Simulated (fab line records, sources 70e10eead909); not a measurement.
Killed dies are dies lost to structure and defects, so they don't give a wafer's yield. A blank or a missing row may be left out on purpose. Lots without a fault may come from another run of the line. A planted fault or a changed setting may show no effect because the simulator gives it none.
fab line records | flow nand_harc
record lots=13 wafers=39 last_day=33
route steps=1302 shown P_BONDPAD@353 END@1302
lots that met no fault: from a run of the same line without faults
start_h: hours from the record's first day to the start of the lot's first wafer shown | wait_h: hours since the lot's step before | " the same as in the row above | L1.1+2: a row that stands for several wafers | - no value, or no start given | * or withheld: withheld | < > ~ a bound
route shown NAME@n: a module of which the file shows steps, and the number in the route of the first | usual: mean/standard deviation of fault-free wafers | same: alike in all rows | chamber/n: place in a boat | sites: the reading at each site | _std_site: their standard deviation | _edge_site: outer sites' mean less inner sites' | radius_mm: how far each site lies from the wafer's centre | mask NAME#n: copy n | behind: the tool/chamber that last shaped the wafer | hold: why the lot was held/for how many hours/how that ended | device: the transistor (n, p or np) that didn't switch | end of line: the same wafers' tests at the end of the route | a step without rows: its recipe alone | killed: dies lost to structure and defects at the first sort, not the wafer's yield | map: a wafer's dies, x killed, . not, _ none there
set.NAME: the setting as run; set.NAME@STEP: as run at that earlier step | model.NAME: the simulator's own value behind a step, which no gauge read
steps of the route over a sample of lots; a table a step, a row a wafer
services: from which hour (start_h, from the record's first day; less than 0 if before it) a tool's chamber was out of use, for how many hours, and why
## steps
# step NHARC_P_BONDPAD_THK_MEAS_33
# recipe thk_meas_gauge=ellipsometry
# usual thk_nm=200.5/1.5
# columns lot.wafer tool chamber start_h wait_h thk_nm
L995.1 film_metro-01 - 136.37 0.2 197.3
L995.2 " - " " 200.1
L995.5 " - " " 199.9
L996.2 film_metro-01 - 137.12 0.2 197.6
L996.4 " - " " 199.0
L996.5 " - " " 199.4
L997.3 film_metro-01 - 149.37 0.2 202.4
L997.4 " - " " 200.9
L997.5 " - " " 202.6
L998.2 film_metro-01 - 161.92 0.2 199.2
L998.3 " - " " 202.0
L998.5 " - " " 200.0
L999.1 film_metro-01 - 171.86 0.1 202.5
L999.2 " - " " 202.3
L999.5 " - " " 201.0
L107.3 film_metro-02 - 251.81 0.2 197.8
L107.4 " - " " 201.3
L107.6 " - " " 199.7
L109.1 film_metro-02 - 281.38 0.2 198.8
L109.4 " - " " 201.7
L109.5 " - " " 201.0
L112.2 film_metro-02 - 308.69 0.2 202.3
L112.3 " - " " 199.9
L112.6 " - " " 201.1
L114.3 film_metro-01 - 322.15 0.2 201.1
L114.4 " - " " 199.7
L114.5 " - " " 199.9
L115.1 film_metro-01 - 334.94 0.1 198.5
L115.2 " - " " 197.8
L115.5 " - " " 197.6
L116.2 film_metro-02 - 342.14 0.2 198.4
L116.3 " - " " 200.9
L116.5 " - " " 201.0
L118.3 film_metro-02 - 371.21 0.2 200.8
L118.4 " - " " 201.7
L118.6 " - " " 199.8
L117.3 film_metro-02 - 371.49 0.2 200.4
L117.5 " - " " 202.3
L117.6 " - " " 200.7
# step NHARC_P_BONDPAD_PRE_CLEAN_26
# recipe time_s=30 temp_c=280 gas=H2/He
# usual heater_power_w=393/53
# columns lot.wafer tool chamber start_h wait_h heater_power_w
L995.1 pvd_sputter-02 - - - 371
L995.2 " - " " 410
L995.5 " - " " 397
L996.2 pvd_sputter-01 - - - 357
L996.4 " - " " 351
L996.5 " - " " 505
L997.4 pvd_sputter-01 - - - 351
L997.3 " - " " 405
L997.5 " - " " 338
L998.2 pvd_sputter-01 - - - 499
L998.3 " - " " 351
L998.5 " - " " 355
L999.2 pvd_sputter-02 - - - 324
L999.1 " - " " 386
L999.5 " - " " 329
L107.4 pvd_sputter-01 - - - 341
L107.3 " - " " 485
L107.6 " - " " 351
L109.4 pvd_sputter-01 - - - 442
L109.1 " - " " 485
L109.5 " - " " 480
L112.3 pvd_sputter-02 - - - 310
L112.2 " - " " 402
L112.6 " - " " 313
L114.4 pvd_sputter-01 - - - 349
L114.3 " - " " 351
L114.5 " - " " 345
L115.1 pvd_sputter-02 - - - 385
L115.2 " - " " 392
L115.5 " - " " 388
L116.3 pvd_sputter-03 - - - 378
L116.2 " - " " 483
L116.5 " - " " 476
L118.3 pvd_sputter-01 - - - 359
L118.4 " - " " 438
L118.6 " - " " 344
L117.3 pvd_sputter-02 - - - 314
L117.5 " - " " 358
L117.6 " - " " 406
# step NHARC_P_BONDPAD_PVD_17
# recipe target_thk_a=50 bias_v=168.6 power_w=15000 chamber_pressure_pa=0.12 time_s=8.06 substrate_temp_c=50 material=TaN
# usual throttle_valve_pct=30.6/0.85
# columns lot.wafer tool chamber start_h wait_h throttle_valve_pct
L995.2 pvd_sputter-02 - - - 30.5
L995.1 " - " " 32.0
L995.5 " - " " 30.1
L996.2 pvd_sputter-01 - - - 31.0
L996.4 " - " " 29.0
L996.5 " - " " 31.2
L997.3 pvd_sputter-01 - - - 30.2
L997.4 " - " " 31.3
L997.5 " - " " 31.3
L998.2 pvd_sputter-01 - - - 28.7
L998.3 " - " " 30.9
L998.5 " - " " 29.2
L999.2 pvd_sputter-02 - - - 29.7
L999.1 " - " " 30.8
L999.5 " - " " 32.1
L107.4 pvd_sputter-01 - - - 31.9
L107.3 " - " " 31.7
L107.6 " - " " 30.2
L109.4 pvd_sputter-01 - - - 31.7
L109.1 " - " " 29.5
L109.5 " - " " 29.2
L112.3 pvd_sputter-02 - - - 31.3
L112.2 " - " " 30.6
L112.6 " - " " 30.3
L114.4 pvd_sputter-01 - - - 31.7
L114.3 " - " " 30.5
L114.5 " - " " 31.4
L115.2 pvd_sputter-02 - - - 30.6
L115.1 " - " " 30.5
L115.5 " - " " 30.9
L116.2 pvd_sputter-03 - - - 29.8
L116.3 " - " " 29.7
L116.5 " - " " 30.2
L118.3 pvd_sputter-01 - - - 32.3
L118.4 " - " " 31.5
L118.6 " - " " 32.0
L117.3 pvd_sputter-02 - - - 30.8
L117.6 " - " " 30.3
L117.5 " - " " 30.8
# step NHARC_P_BONDPAD_ECD_18
# recipe target_thk_a=4000 bath_temp_c=25 material=Cu
# columns lot.wafer tool chamber start_h wait_h
L995.1+2+5 ecd_cu-02 1,0,1 138.44 -
L996.2+4+5 ecd_cu-02 1,1,0 139.26 -
L997.4+3+5 ecd_cu-01 1,0,0 151.54 -
L998.2+3+5 ecd_cu-02 1,0,0 163.99 -
L999.2+1+5 ecd_cu-01 0,1,1 173.99 -
L107.3+4+6 ecd_cu-02 1,0,1 253.88 -
L109.1+4+5 ecd_cu-01 0,1,1 283.62 -
L112.2+3+6 ecd_cu-01 1,0,0 310.81 -
L114.4+3+5 ecd_cu-01 0,1,0 324.27 -
L115.2+1+5 ecd_cu-02 1,0,1 337.02 -
L116.2+3+5 ecd_cu-01 0,1,1 344.09 -
L118.3+4+6 ecd_cu-02 1,0,0 373.38 -
L117.3+6+5 ecd_cu-02 1,1,0 373.68 -
# step NHARC_P_BONDPAD_THK_MEAS_20
# recipe thk_meas_gauge=xrf
# usual thk_nm=161.2/1.7
# columns lot.wafer tool chamber start_h wait_h thk_nm
L995.1 film_metro-01 - 139.49 - 162.3
L995.2 " - " " 162.8
L995.5 " - " " 159.0
L996.2 film_metro-02 - 140.26 - 162.9
L996.4 " - " " 160.9
L996.5 " - " " 161.5
L997.3 film_metro-01 - 152.49 - 161.5
L997.4 " - " " 159.2
L997.5 " - " " 160.4
L998.2 film_metro-02 - 165.04 - 161.4
L998.3 " - " " 161.1
L998.5 " - " " 161.4
L999.1 film_metro-01 - 175.06 - 161.4
L999.2 " - " " 160.9
L999.5 " - " " 157.4
L107.3 film_metro-02 - 254.82 - 148.0
L107.4 " - " " 162.0
L107.6 " - " " 145.2
L109.1 film_metro-02 - 284.69 - 161.0
L109.4 " - " " 159.3
L109.5 " - " " 158.9
L112.2 film_metro-01 - 311.81 - 162.8
L112.3 " - " " 162.4
L112.6 " - " " 161.7
L114.3 film_metro-02 - 325.21 - 162.6
L114.4 " - " " 162.5
L114.5 " - " " 162.7
L115.1 film_metro-02 - 338.06 - 160.8
L115.2 " - " " 162.9
L115.5 " - " " 163.5
L116.2 film_metro-01 - 345.15 - 160.0
L116.3 " - " " 159.3
L116.5 " - " " 160.6
L118.3 film_metro-01 - 374.33 - 163.2
L118.4 " - " " 157.4
L118.6 " - " " 160.3
L117.3 film_metro-01 - 374.95 - 164.1
L117.5 " - " " 165.0
L117.6 " - " " 163.1
# step NHARC_END_SORT_01
# recipe temp_c=25
# usual defect_limited_yield=90.9/2.7 killed_at_array=57/19 killed_at_other=0.9/1.1 killed_at_periphery=4.0/2.6 killed_dies=62/19 killed_open=3.3/1.8 killed_short=2.4/1.7
# same gross_dies=677
# columns lot.wafer tool chamber start_h wait_h defect_limited_yield[%] killed_at_array killed_at_other killed_at_periphery killed_dies killed_open killed_short
L995.1 prober-02 0 559.69 2.5 88.6 72 0 5 77 5 4
L995.2 prober-02 0 560.48 2.8 87.6 74 0 10 84 3 2
L995.5 prober-02 0 562.87 3.7 88.5 72 0 6 78 5 6
L998.2 prober-01 0 580.91 2.8 95.0 23 3 8 34 3 4
L998.3 prober-01 0 581.70 3.1 96.8 15 2 5 22 3 2
L998.5 prober-01 0 583.29 3.7 95.1 20 1 12 33 3 4
L996.2 prober-02 0 580.93 2.8 90.0 67 0 1 68 2 2
L996.4 prober-02 0 582.53 3.4 89.7 69 1 0 70 2 6
L996.5 prober-02 0 583.34 3.7 90.7 57 0 6 63 2 3
L997.3 prober-01 0 589.45 3.1 89.8 63 0 6 69 2 3
L997.4 prober-01 0 590.25 3.4 91.9 49 1 5 55 1 4
L997.5 prober-01 0 591.05 3.7 91.6 54 0 3 57 3 1
L999.1 prober-01 0 599.12 2.4 89.7 64 0 6 70 5 1
L999.2 prober-01 0 599.92 2.8 90.4 58 2 5 65 1 7
L999.5 prober-01 0 602.30 3.7 92.5 46 0 5 51 3 4
L107.3 prober-02 0 688.43 3.1 0 53 1 623 677 2 0
L107.4 prober-02 0 689.23 3.4 92.8 45 0 4 49 3 0
L107.6 prober-02 0 690.82 4.0 0 45 1 631 677 5 1
L109.1 prober-01 0 714.46 2.5 96.5 16 3 5 24 5 0
L109.4 prober-01 0 716.86 3.4 96.5 20 2 2 24 5 2
L109.5 prober-01 0 717.66 3.7 95.9 22 5 1 28 1 1
L112.2 prober-02 0 719.44 2.8 91.7 52 0 4 56 4 1
L112.3 prober-02 0 720.25 3.1 90.3 58 0 8 66 0 3
L112.6 prober-02 0 722.68 4.1 88.6 74 0 3 77 1 3
L114.3 prober-01 0 752.07 3.1 83.8 104 2 4 110 3 5
L114.4 prober-01 0 752.86 3.4 86.6 85 0 6 91 4 2
L114.5 prober-01 0 753.65 3.7 88.0 73 2 6 81 4 2
L115.1 prober-01 0 761.21 2.5 86.1 80 3 11 94 4 2
L115.2 prober-01 0 762.01 2.8 88.6 67 1 9 77 5 1
L115.5 prober-01 0 764.40 3.7 88.6 74 1 2 77 9 3
L116.2 prober-02 0 771.58 2.8 94.5 33 0 4 37 4 0
L116.3 prober-02 0 772.39 3.1 93.8 37 1 4 42 2 1
L116.5 prober-02 0 774.02 3.8 94.2 38 0 1 39 4 2
L118.3 prober-02 0 798.21 3.1 93.2 40 1 5 46 4 2
L118.4 prober-02 0 799.03 3.4 95.1 27 3 3 33 1 4
L118.6 prober-02 0 800.66 4.1 91.1 53 1 6 60 5 3
L117.3 prober-01 0 798.21 3.1 88.3 69 0 10 79 2 3
L117.5 prober-01 0 799.82 3.7 88.8 69 0 7 76 5 1
L117.6 prober-01 0 800.62 4.0 92.2 50 0 3 53 4 1
# killed by level:class
L995.1 A_CHANNEL_HOLE_D1:chamber_film_flake=37 A_SLIT:chamber_film_flake=8 A_CONTACT:chamber_film_flake=6 A_STAIRCASE:chamber_film_flake=5 A_M0:geometric_particle:open=3 A_BONDPAD:chamber_film_flake=3 A_CHANNEL_HOLE_D2:chamber_film_flake=2 P_BONDPAD:chamber_film_flake=2
L995.2 A_CHANNEL_HOLE_D1:chamber_film_flake=24 A_SLIT:chamber_film_flake=19 A_CHANNEL_HOLE_D2:chamber_film_flake=7 A_STAIRCASE:chamber_film_flake=6 A_SGD_CUT:chamber_film_flake=6 P_ZERO_WELL:chamber_film_flake=5 A_CONTACT:chamber_film_flake=3 P_STI:chamber_film_flake=2
L995.5 A_CHANNEL_HOLE_D1:chamber_film_flake=31 A_SLIT:chamber_film_flake=15 A_CHANNEL_HOLE_D2:chamber_film_flake=8 A_STAIRCASE:chamber_film_flake=5 A_CONTACT:chamber_film_flake=5 P_CONTACT:geometric_particle:open=2 A_CHANNEL_FILL_D1:geometric_particle:short=2 A_WL_FILL:geometric_particle:short=2
L998.2 A_CHANNEL_HOLE_D1:chamber_film_flake=5 P_CONTACT:chamber_film_flake=4 A_CHANNEL_HOLE_D2:chamber_film_flake=4 A_WL_FILL:geometric_particle:short=3 A_SLIT:chamber_film_flake=3 THIN_TSV:chamber_film_flake=3 A_CONTACT:chamber_film_flake=2 A_BONDPAD:chamber_film_flake=2
L996.2 A_SLIT:chamber_film_flake=28 A_CHANNEL_HOLE_D2:chamber_film_flake=23 A_CONTACT:chamber_film_flake=6 A_CHANNEL_HOLE_D1:chamber_film_flake=4 A_WL_FILL:geometric_particle:short=2 A_STAIRCASE:chamber_film_flake=2 P_CONTACT:geometric_particle:open=1 A_ONON_D1:geometric_particle:open=1
L998.3 P_CONTACT:chamber_film_flake=3 A_CHANNEL_HOLE_D1:chamber_film_flake=3 A_CHANNEL_HOLE_D2:chamber_film_flake=3 A_STAIRCASE:chamber_film_flake=2 THIN_TSV:chamber_film_flake=2 P_CONTACT:geometric_particle:open=1 A_ONON_D1:geometric_particle:open=1 A_ONON_D2:geometric_particle:short=1
L996.4 A_SLIT:chamber_film_flake=29 A_CHANNEL_HOLE_D2:chamber_film_flake=20 A_STAIRCASE:chamber_film_flake=4 A_CONTACT:chamber_film_flake=4 A_WL_FILL:geometric_particle:short=2 A_CHANNEL_HOLE_D1:chamber_film_flake=2 A_CHANNEL_FILL_D1:chamber_film_flake=2 A_ONON_D1:geometric_particle:short=1
L998.5 A_CHANNEL_HOLE_D2:chamber_film_flake=7 P_CONTACT:chamber_film_flake=6 A_CONTACT:chamber_film_flake=6 P_ZERO_WELL:chamber_film_flake=2 A_BONDPAD:chamber_film_flake=2 P_GATE:geometric_particle:short=1 P_GATE:geometric_particle:open=1 P_CONTACT:geometric_particle:short=1
L996.5 A_CHANNEL_HOLE_D2:chamber_film_flake=31 A_SLIT:chamber_film_flake=18 A_CONTACT:chamber_film_flake=3 P_GATE:chamber_film_flake=2 P_GATE:geometric_particle:open=1 P_CONTACT:geometric_particle:short=1 A_SOURCE_PLATE:geometric_particle:short=1 A_ONON_D1:geometric_particle:open=1
L997.3 A_CHANNEL_HOLE_D2:chamber_film_flake=29 A_SLIT:chamber_film_flake=23 A_STAIRCASE:chamber_film_flake=6 P_BONDPAD:chamber_film_flake=2 A_CONTACT:chamber_film_flake=2 P_GATE:geometric_particle:open=1 P_CONTACT:geometric_particle:short=1 P_CONTACT:geometric_particle:open=1
L997.4 A_CHANNEL_HOLE_D2:chamber_film_flake=26 A_SLIT:chamber_film_flake=16 P_STI:chamber_film_flake=4 A_CHANNEL_HOLE_D1:geometric_particle:short=1 A_CHANNEL_HOLE_D2:geometric_particle:short=1 A_WL_FILL:geometric_particle:short=1 A_M0:geometric_particle:open=1 P_GATE:chamber_film_flake=1
L997.5 A_CHANNEL_HOLE_D2:chamber_film_flake=27 A_SLIT:chamber_film_flake=14 P_BONDPAD:chamber_film_flake=2 A_CHANNEL_FILL_D1:chamber_film_flake=2 A_STAIRCASE:chamber_film_flake=2 A_WL_FILL:chamber_film_flake=2 A_CONTACT:chamber_film_flake=2 P_M0:geometric_particle:open=1
L999.1 A_CHANNEL_HOLE_D1:chamber_film_flake=31 A_CHANNEL_HOLE_D2:chamber_film_flake=18 A_CHANNEL_FILL_D1:chamber_film_flake=7 P_STI:chamber_film_flake=3 A_CONTACT:chamber_film_flake=2 P_M0:geometric_particle:open=1 P_M1:geometric_particle:open=1 A_ONON_D1:geometric_particle:open=1
L999.2 A_CHANNEL_HOLE_D1:chamber_film_flake=31 A_CHANNEL_HOLE_D2:chamber_film_flake=9 A_CONTACT:chamber_film_flake=7 A_ONON_D2:geometric_particle:short=3 A_CHANNEL_FILL_D1:chamber_film_flake=3 A_BLC:geometric_particle:short=2 P_CONTACT:chamber_film_flake=2 THIN_TSV:chamber_film_flake=2
L999.5 A_CHANNEL_HOLE_D1:chamber_film_flake=20 A_CHANNEL_HOLE_D2:chamber_film_flake=10 A_CONTACT:chamber_film_flake=4 A_CHANNEL_FILL_D1:chamber_film_flake=3 P_STI:chamber_film_flake=2 P_M0:geometric_particle:short=1 A_SOURCE_PLATE:geometric_particle:open=1 A_ONON_D2:geometric_particle:open=1
L107.3 P_BONDPAD:area_ecd=617 A_CHANNEL_HOLE_D1:chamber_film_flake=39 P_GATE:chamber_film_flake=6 A_STAIRCASE:chamber_film_flake=3 A_SLIT:chamber_film_flake=3 A_M0:chamber_film_flake=3 A_CHANNEL_FILL_D2:geometric_particle:open=1 A_M0:geometric_particle:open=1
L107.4 A_CHANNEL_HOLE_D1:chamber_film_flake=28 A_CONTACT:chamber_film_flake=5 A_WL_FILL:chamber_film_flake=4 P_GATE:chamber_film_flake=3 A_SLIT:chamber_film_flake=2 A_STAIRCASE:chamber_film_flake=2 A_CHANNEL_HOLE_D1:geometric_particle:open=1 A_DECK1_JOINT:geometric_particle:open=1
L107.6 P_BONDPAD:area_ecd=622 A_CHANNEL_HOLE_D1:chamber_film_flake=26 P_GATE:chamber_film_flake=7 A_SLIT:chamber_film_flake=7 A_CHANNEL_HOLE_D2:chamber_film_flake=4 A_CONTACT:chamber_film_flake=3 A_ONON_D2:geometric_particle:open=2 P_GATE:geometric_particle:short=1
L109.1 A_CHANNEL_HOLE_D1:chamber_film_flake=5 A_CONTACT:chamber_film_flake=3 P_ZERO_WELL:chamber_film_flake=2 A_SLIT:chamber_film_flake=2 THIN_TSV:chamber_film_flake=2 P_M0:geometric_particle:open=1 A_DECK1_JOINT:geometric_particle:open=1 A_WL_FILL:geometric_particle:open=1
L109.4 A_CHANNEL_HOLE_D1:chamber_film_flake=9 A_CHANNEL_FILL_D2:geometric_particle:open=2 A_SLIT:chamber_film_flake=2 A_M1:chamber_film_flake=2 THIN_TSV:chamber_film_flake=2 P_CONTACT:geometric_particle:open=1 A_ONON_D1:geometric_particle:short=1 A_CHANNEL_HOLE_D1:geometric_particle:open=1
L109.5 A_CHANNEL_HOLE_D1:chamber_film_flake=8 THIN_TSV:chamber_film_flake=5 A_SLIT:chamber_film_flake=4 A_CONTACT:chamber_film_flake=4 A_WL_FILL:chamber_film_flake=2 A_CHANNEL_HOLE_D1:geometric_particle:open=1 A_ONON_D2:geometric_particle:short=1 P_GATE:chamber_film_flake=1
L112.2 A_CHANNEL_HOLE_D1:chamber_film_flake=26 A_CHANNEL_HOLE_D2:chamber_film_flake=12 A_DECK1_JOINT:chamber_film_flake=4 A_STAIRCASE:chamber_film_flake=3 P_M2:chamber_film_flake=2 P_CONTACT:geometric_particle:open=1 P_M0:geometric_particle:open=1 A_ONON_D2:geometric_particle:open=1
L112.3 A_CHANNEL_HOLE_D1:chamber_film_flake=32 A_CHANNEL_HOLE_D2:chamber_film_flake=15 P_ZERO_WELL:chamber_film_flake=5 A_SLIT:chamber_film_flake=3 P_M2:chamber_film_flake=2 A_M1:chamber_film_flake=2 A_STAIRCASE:chamber_film_flake=2 P_CONTACT:geometric_particle:short=1
L112.6 A_CHANNEL_HOLE_D1:chamber_film_flake=29 A_CHANNEL_HOLE_D2:chamber_film_flake=27 A_SLIT:chamber_film_flake=4 A_STAIRCASE:chamber_film_flake=3 A_CONTACT:chamber_film_flake=3 A_M1:chamber_film_flake=3 P_STI:geometric_particle:short=1 P_M1:geometric_particle:short=1
L114.3 A_CHANNEL_HOLE_D1:chamber_film_flake=32 A_SLIT:chamber_film_flake=26 A_CHANNEL_HOLE_D2:chamber_film_flake=18 A_CONTACT:chamber_film_flake=4 A_WL_FILL:chamber_film_flake=4 A_DECK1_JOINT:chamber_film_flake=4 A_SGD_CUT:chamber_film_flake=4 P_ZERO_WELL:chamber_film_flake=2
L114.4 A_CHANNEL_HOLE_D2:chamber_film_flake=30 A_CHANNEL_HOLE_D1:chamber_film_flake=26 A_SLIT:chamber_film_flake=16 A_CONTACT:chamber_film_flake=5 P_BONDPAD:chamber_film_flake=3 A_WL_FILL:chamber_film_flake=3 P_M0:geometric_particle:open=1 P_M1:geometric_particle:open=1
L114.5 A_CHANNEL_HOLE_D1:chamber_film_flake=28 A_SLIT:chamber_film_flake=13 A_CHANNEL_HOLE_D2:chamber_film_flake=8 A_CONTACT:chamber_film_flake=8 P_BONDPAD:chamber_film_flake=4 A_STAIRCASE:chamber_film_flake=4 A_WL_FILL:chamber_film_flake=3 A_CHANNEL_FILL_D1:chamber_film_flake=2
L115.1 A_CHANNEL_HOLE_D2:chamber_film_flake=30 A_SLIT:chamber_film_flake=18 A_CHANNEL_HOLE_D1:chamber_film_flake=13 P_CONTACT:chamber_film_flake=7 A_CONTACT:chamber_film_flake=7 A_CHANNEL_FILL_D1:chamber_film_flake=3 A_WL_FILL:chamber_film_flake=3 THIN_TSV:chamber_film_flake=3
L115.2 A_SLIT:chamber_film_flake=30 A_CHANNEL_HOLE_D2:chamber_film_flake=11 A_CHANNEL_HOLE_D1:chamber_film_flake=6 P_CONTACT:chamber_film_flake=5 A_STAIRCASE:chamber_film_flake=5 A_CONTACT:chamber_film_flake=5 A_WL_FILL:chamber_film_flake=3 P_BONDPAD:chamber_film_flake=2
L115.5 A_CHANNEL_HOLE_D2:chamber_film_flake=28 A_SLIT:chamber_film_flake=16 A_STAIRCASE:chamber_film_flake=6 A_CHANNEL_HOLE_D1:chamber_film_flake=4 A_WL_FILL:chamber_film_flake=4 A_CONTACT:chamber_film_flake=4 A_CHANNEL_FILL_D1:geometric_particle:open=2 A_M0:geometric_particle:open=2
L116.2 A_CHANNEL_HOLE_D1:chamber_film_flake=20 A_CONTACT:chamber_film_flake=7 A_SLIT:chamber_film_flake=3 P_GATE:geometric_particle:open=1 P_CONTACT:geometric_particle:open=1 A_CHANNEL_FILL_D1:geometric_particle:open=1 A_SGD_CUT:geometric_particle:open=1 P_STI:chamber_film_flake=1
L116.3 A_CHANNEL_HOLE_D1:chamber_film_flake=19 A_CONTACT:chamber_film_flake=8 A_SLIT:chamber_film_flake=5 P_M0:geometric_particle:open=1 A_CHANNEL_FILL_D2:geometric_particle:open=1 A_M0:geometric_particle:short=1 P_STI:chamber_film_flake=1 P_CONTACT:chamber_film_flake=1
L116.5 A_CHANNEL_HOLE_D1:chamber_film_flake=15 A_CONTACT:chamber_film_flake=9 A_SLIT:chamber_film_flake=5 P_CONTACT:geometric_particle:open=1 A_DECK1_JOINT:geometric_particle:open=1 A_ONON_D2:geometric_particle:short=1 A_CHANNEL_FILL_D2:geometric_particle:open=1 A_M0:geometric_particle:short=1
L118.3 A_SLIT:chamber_film_flake=31 A_CONTACT:chamber_film_flake=3 A_WL_FILL:chamber_film_flake=2 A_BONDPAD:chamber_film_flake=2 P_GATE:geometric_particle:open=1 P_CONTACT:geometric_particle:short=1 P_M1:geometric_particle:open=1 P_M2:geometric_particle:open=1
L117.3 A_CHANNEL_HOLE_D2:chamber_film_flake=30 A_CHANNEL_HOLE_D1:chamber_film_flake=13 A_SLIT:chamber_film_flake=10 A_CONTACT:chamber_film_flake=9 P_M0:chamber_film_flake=3 P_GATE:chamber_film_flake=2 P_CONTACT:chamber_film_flake=2 A_STAIRCASE:chamber_film_flake=2
L118.4 A_SLIT:chamber_film_flake=16 THIN_TSV:chamber_film_flake=3 A_DECK1_JOINT:chamber_film_flake=2 A_CONTACT:chamber_film_flake=2 P_CONTACT:geometric_particle:short=1 A_ONON_D1:geometric_particle:short=1 A_CHANNEL_FILL_D1:geometric_particle:short=1 A_CHANNEL_FILL_D2:geometric_particle:short=1
L117.5 A_CHANNEL_HOLE_D2:chamber_film_flake=29 A_CONTACT:chamber_film_flake=15 A_CHANNEL_HOLE_D1:chamber_film_flake=12 A_SLIT:chamber_film_flake=8 P_M0:geometric_particle:open=2 P_M0:chamber_film_flake=2 P_M0:geometric_particle:short=1 A_ONON_D1:geometric_particle:open=1
L117.6 A_CHANNEL_HOLE_D2:chamber_film_flake=16 A_CHANNEL_HOLE_D1:chamber_film_flake=13 A_CONTACT:chamber_film_flake=8 A_SLIT:chamber_film_flake=6 A_BONDPAD:chamber_film_flake=2 P_M1:geometric_particle:open=1 A_ONON_D1:geometric_particle:open=1 A_CHANNEL_FILL_D1:geometric_particle:open=1
L118.6 A_SLIT:chamber_film_flake=35 A_CONTACT:chamber_film_flake=10 P_M0:geometric_particle:open=2 P_GATE:chamber_film_flake=2 A_BONDPAD:chamber_film_flake=2 P_GATE:geometric_particle:open=1 P_CONTACT:geometric_particle:open=1 A_ONON_D1:geometric_particle:open=1
## services
# columns tool chamber start_h hours kind
ecd_cu-02 - 145.38 1.9 repair
ecd_cu-01 - 160.00 8.0 pm
pvd_sputter-03 - 170.00 10.0 pm
pvd_sputter-01 - 174.35 4.4 repair
pvd_sputter-03 - 221.26 2.6 repair
ecd_cu-01 - 225.51 2.1 repair
pvd_sputter-01 - 234.51 10.0 pm
ecd_cu-02 - 244.00 8.0 pm
pvd_sputter-01 - 278.15 4.0 repair
pvd_sputter-02 - 282.00 10.0 pm
pvd_sputter-01 - 293.30 3.2 repair
ecd_cu-01 - 336.00 8.0 pm
pvd_sputter-03 - 348.00 10.0 pm
pvd_sputter-03 - 362.61 1.3 repair
## key
first_sign step=NHARC_P_BONDPAD_THK_MEAS_20 reading=thk_nm direction=down sigmas=8.6 usual=161.2 struck=146.6
effect step=NHARC_END_SORT_01 reading=killed_at_periphery direction=up sigmas=99+ usual=4.0 struck=627
more_kills_born_at NHARC_P_BONDPAD_ECD_18@ecd_cu-02=1239
met_at NHARC_P_BONDPAD_ECD_18
struck_lots L107
struck_wafers L107.3,L107.6
later_rows_left_out L107.3,L107.6
not_acting_at NHARC_P_BONDPAD_THK_MEAS_33,NHARC_P_BONDPAD_PRE_CLEAN_26,NHARC_P_BONDPAD_PVD_17
onset_between 163.99 253.88
fault kind=process_parameter_drift tool=ecd_cu-02 chamber=- onset_h=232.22 steps=NHARC_P_BONDPAD_ECD_18 channel=target_thk_a offset=* shape=step end_h=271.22 scope=struck_wafers_only acts_in=* stated=*
# later_rows_left_out: the simulator's readings of these wafers behind a module that went badly wrong aren't trusted and aren't shown, but for the sort
